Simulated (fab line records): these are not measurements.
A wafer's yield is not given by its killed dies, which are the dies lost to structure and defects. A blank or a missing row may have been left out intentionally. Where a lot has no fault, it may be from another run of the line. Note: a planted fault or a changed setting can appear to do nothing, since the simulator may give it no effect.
Matching of chambers || flow n5 finfet || 3 sister chambers for N5_BEOL_M2_PRE_CLEAN_60 on cvd co-02
The step time 15 s. 6 wafers are shown with their chamber, then 8 later ones without.

## WAFERS WITH THEIR CHAMBER
{"wafer": "L149.3", "chamber": 1, "heater power w (W)": 118}
{"wafer": "L153.1", "chamber": 0, "heater power w (W)": 80}
{"wafer": "L153.4", "chamber": 0, "heater power w (W)": 80}
{"wafer": "L156.4", "chamber": 1, "heater power w (W)": 120}
{"wafer": "L156.5", "chamber": 2, "heater power w (W)": 62}
{"wafer": "L158.1", "chamber": 2, "heater power w (W)": 61}

## WAFERS MISSING THEIR CHAMBER
{"wafer": "L158.4", "heater power w (W)": 114}
{"wafer": "L158.6", "heater power w (W)": 62}
{"wafer": "L160.1", "heater power w (W)": 83}
{"wafer": "L160.3", "heater power w (W)": 118}
{"wafer": "L160.5", "heater power w (W)": 82}
{"wafer": "L163.1", "heater power w (W)": 117}
{"wafer": "L163.2", "heater power w (W)": 60}
{"wafer": "L163.3", "heater power w (W)": 84}

## THE CHAMBER EACH PASSED THROUGH
{"wafer": "L158.4", "from the rows above": 1, "in truth": 1}
{"wafer": "L158.6", "from the rows above": 2, "in truth": 2}
{"wafer": "L160.1", "from the rows above": 0, "in truth": 0}
{"wafer": "L160.3", "from the rows above": 1, "in truth": 1}
{"wafer": "L160.5", "from the rows above": 0, "in truth": 0}
{"wafer": "L163.1", "from the rows above": 1, "in truth": 1}
{"wafer": "L163.2", "from the rows above": 2, "in truth": 2}
{"wafer": "L163.3", "from the rows above": 0, "in truth": 0}
Correctly placed: 8 of 8. Left unplaced by these rows: 0. Number placed wrongly: 0.
How it was worked out, from the rows above alone: a wafer's distance from a chamber is the root of the sum, over the readings, of the square of ((its reading less the chamber's mean) divided by the reading's scatter). The wafer belongs to the nearest chamber; if the next one is less than 2 further off, it can't be placed. For every chamber, the mean is computed from those of its wafers that are shown. The scatter: take each reading less its chamber's mean, square it, sum over the shown wafers, divide by the number of wafers less the number of chambers, and take the root.
